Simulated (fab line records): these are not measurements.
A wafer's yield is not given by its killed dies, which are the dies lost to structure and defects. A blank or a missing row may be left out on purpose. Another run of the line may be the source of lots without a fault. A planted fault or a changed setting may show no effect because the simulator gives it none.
3 desks, one fault || flow n5 finfet || numbers are kept per desk, each desk with only its own; the story behind them comes last

DESK OF THE TOOL OWNER: litho track-01
The tool's own readings at N5_BEOL_M7_COAT_05 (resist thk 90 nm): means of the sampled wafers that have a number, for each lot that ran on this tool. The brackets show how far a lot's mean lies from the usual mean; more than 4 standard deviations puts the lot out of limits, marked OUT.
Columns: A = exhaust pa at N5_BEOL_M7_COAT_05, usual 44.8 Pa; B = spin speed rpm at N5_BEOL_M7_COAT_05, usual 1500.1 rpm
{"lot": "L223", "first seen here": "day 9 01:58", "A": 44.5, "B": 1499.1}
{"lot": "L230", "first seen here": "day 10 17:16", "A": 45.9, "B": "1555.9 (+62) OUT"}
{"lot": "L231", "first seen here": "day 10 20:21", "A": 43.1, "B": "1555.3 (+61) OUT"}
Finding of this desk: L230, L231 out of limits; the first was L230 at day 10 17:16, on spin speed rpm at N5_BEOL_M7_COAT_05. L223: within limits.

THE DEFECT DESK
Counts from the inspections along the route, per lot, as means over the sampled wafers that have a number. The brackets show how far a lot's mean lies from the usual mean; more than 4 standard deviations puts the lot out of limits, marked OUT.
Columns: A = raw defect count at N5_BEOL_M6_INSPECT_58, usual 71; B = raw defect count at N5_BEOL_M7_INSPECT_13, usual 412
{"lot": "L223", "first seen here": "day 9 01:04", "A": 91, "B": 498}
{"lot": "L229", "first seen here": "day 10 11:26", "A": 69, "B": 338}
{"lot": "L230", "first seen here": "day 10 15:01", "A": 71, "B": 476}
{"lot": "L231", "first seen here": "day 10 17:50", "A": 73, "B": 392}
{"lot": "L241", "first seen here": "day 13 14:59", "A": 86, "B": 468}
{"lot": "L243", "first seen here": "day 13 22:53", "A": 54, "B": 395}
This desk's finding: nothing out of limits on any of the 6 lots.

METROLOGY DESK
What the gauges read for every lot (on any tool): the sampled wafers with a number, averaged. The brackets show how far a lot's mean lies from the usual mean; more than 4 standard deviations puts the lot out of limits, marked OUT.
Columns: A = M6_THK at N5_BEOL_M6_THK_MEAS_53, usual 78.7 nm; B = M6_RS at N5_BEOL_M6_RS_MEAS_57, usual 0.284 ohm/sq; C = M7_ILD_THK at N5_BEOL_M7_THK_MEAS_01, usual 155.0 nm; D = cd nm at N5_BEOL_M7_CD_MEAS_11, usual 38.3 nm; E = M7_OVL at N5_BEOL_M7_OVL_MEAS_12, usual -0.5 nm
{"lot": "L223", "first seen here": "day 9 00:55", "A": 77.8, "B": 0.288, "C": 152.8, "D": 38.3, "E": -0.2}
{"lot": "L229", "first seen here": "day 10 11:15", "A": 78.5, "B": 0.284, "C": 154.9, "D": 38.3, "E": -0.4}
{"lot": "L230", "first seen here": "day 10 14:51", "A": 76.9, "B": 0.292, "C": 156.4, "D": 38.6, "E": -0.8}
{"lot": "L231", "first seen here": "day 10 17:40", "A": 77.9, "B": 0.288, "C": 154.5, "D": 38.2, "E": -0.1}
{"lot": "L241", "first seen here": "day 13 14:50", "A": 80.0, "B": 0.280, "C": 156.2, "D": 38.8, "E": -2.2}
{"lot": "L243", "first seen here": "day 13 22:43", "A": 79.3, "B": 0.280, "C": 154.5, "D": 37.9, "E": -0.0}
This desk's finding: nothing out of limits on any of the 6 lots.

PUT TOGETHER
The tool owner's desk had the chance to raise an alarm at day 10 17:16 on L230, L231.
Nothing the defect desk looked at was out of limits.
From the metrology desk's view, nothing was out of limits.
The defect desk has L230, L231 on record, within its limits.
The metrology desk holds a record of L230, L231, inside its limits.
N5_BEOL_M7_COAT_05 was run on litho track-01 by each of the lots named.

WHAT WAS PUT IN BY THE SIMULATOR
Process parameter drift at N5_BEOL_M7_COAT_05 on litho track-01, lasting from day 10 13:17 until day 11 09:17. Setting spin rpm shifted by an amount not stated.
Lots struck among those shown: L230, L231.
Delay in hours, fault start to first out-of-limits reading, by desk: the tool owner's desk at 4.
